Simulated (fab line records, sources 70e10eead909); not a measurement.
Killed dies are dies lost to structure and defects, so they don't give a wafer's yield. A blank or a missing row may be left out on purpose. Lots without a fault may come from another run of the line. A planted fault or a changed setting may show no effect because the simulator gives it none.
A struck lot beside a sound one | flow nand_harc | 15 steps out of a route of 1159
Sound: wafers L431.2, L431.4, L431.6. Struck: wafers L422.2, L422.4, L422.6. The cause comes at the end.
At each step with rows: each side's tool, then ch and its chambers, then its first start. Under that, the readings that differ: sound wafers | struck wafers | difference of the means | sigmas: that difference in standard deviations of wafers without a fault.
alike: readings whose means differ by less than 2 such deviations, and words and numbers that are the same on both sides. not compared: withheld readings, readings that some wafer has no value for, bounds like >300 that may hide the same value, and numbers for which the record gives no deviation and whose values overlap.
The two part at a step that has a row with sigmas, a row that says differs or no value, or rows on one side only. Numbers that don't overlap but have no deviation are shown without sigmas and don't part them. A reading that every wafer of one side lacks parts them only if that side has two wafers or more.

first, 3 steps without rows for these wafers: NHARC_THIN_TSV_EXPOSE_09 (exposes mask TSV); NHARC_THIN_TSV_PEB_10 (peb time 85 s); NHARC_THIN_TSV_DEVELOP_11 (time 70 s).
NHARC_THIN_TSV_CD_MEAS_12: target cd 1000 nm.
  sound on cd_sem-03 ch 0, day 23 14:43; struck on cd_sem-03 ch 0, day 23 03:45
  alike: cd_nm
then, 1 step without rows for these wafers: NHARC_THIN_TSV_HARDBAKE_13 (time 80 s).
NHARC_THIN_TSV_DESCUM_14: chemistry O2, time 3 s.
  sound on rie_diel-08 ch 0,2,3, day 23 14:53; struck on rie_diel-08 ch 0,1, day 23 03:54
  alike: chamber_pressure_mTorr, drypump_motor_current_A, o2_flow_sccm, oes_product_au, rf_vpp_V, showerhead_plenum_p_Torr, throttle_valve_pct
  not compared: rf_hours_counter_h
NHARC_THIN_TSV_ETCH_44: etches the open film in CF4/O2, target depth 1594.2 nm, time 797.1 s.
  sound on rie_diel-08 ch 0,2,3, day 23 14:58; struck on rie_diel-08 ch 0,1,3, day 23 04:03
  alike: cf4_flow_sccm, chamber_pressure_mTorr, drypump_motor_current_A, o2_flow_sccm, oes_product_au, rf_vpp_V, showerhead_plenum_p_Torr, throttle_valve_pct
  not compared: rf_hours_counter_h
NHARC_THIN_TSV_ETCH_15: target depth 3000 nm, bosch target overetch cycles 2, bosch etch step 2.8 s.
  sound on rie_si-01 ch 0,1,2, day 23 15:33; struck on rie_si-04 ch 1,2,3, day 23 04:34
  alike: drypump_motor_current_A
  not compared: rf_hours_counter_h
NHARC_THIN_TSV_CD_MEAS_16:
  sound on cd_sem-03, day 23 15:41; struck on cd_sem-02, day 23 04:43
  alike: cd_nm
NHARC_THIN_TSV_STRIP_45: strips in O2.
  sound on plasma_asher-01 ch 0,1, day 23 16:26; struck on plasma_asher-01 ch 1, day 23 04:50
  alike: drypump_motor_current_A, heater_power_w, rf_refl_power_W
  not compared: rf_hours_counter_h
then, 2 steps without rows for these wafers: NHARC_THIN_TSV_STRIP_46 (strips in post etch residue remover, time 1200 s); NHARC_THIN_TSV_DEP_47 (deposits SiO2, target thk 200 nm).
NHARC_THIN_TSV_ETCHBACK_48: etches the open film in C4F8/Ar, target depth 1028.5 nm, time 405.17 s.
  sound on rie_diel-10 ch 1,2, day 23 17:38; struck on rie_diel-01 ch 2,3, day 23 06:00
  no value came back on the struck wafers for bias_w (W), chamber_pressure_mTorr (mTorr), oes_product_au (a.u.), rf_vpp_V (V); on the sound wafers bias_w (W) reads 300.1 300.7 299.2
  not compared: rf_hours_counter_h
NHARC_THIN_TSV_STRIP_62: strips in N2/H2, time 20 s.
  sound on plasma_asher-02 ch 0,1, day 23 18:55; struck on plasma_asher-01 ch 0,1, day 23 06:22
  reading             | sound    | struck | difference                    | sigmas
  rf_refl_power_W (W) | 21 22 28 | - - -  | no value on the struck wafers |
  alike: drypump_motor_current_A, heater_power_w
  not compared: rf_hours_counter_h
NHARC_END_SORT_01:
  the record has rows for the struck wafers here (prober-01 ch 0, day 23 20:41) and none for the sound ones

WHERE THEY PART
First at NHARC_THIN_TSV_ETCHBACK_48; last, within this record, at NHARC_END_SORT_01.

WHY: what the simulator had put in
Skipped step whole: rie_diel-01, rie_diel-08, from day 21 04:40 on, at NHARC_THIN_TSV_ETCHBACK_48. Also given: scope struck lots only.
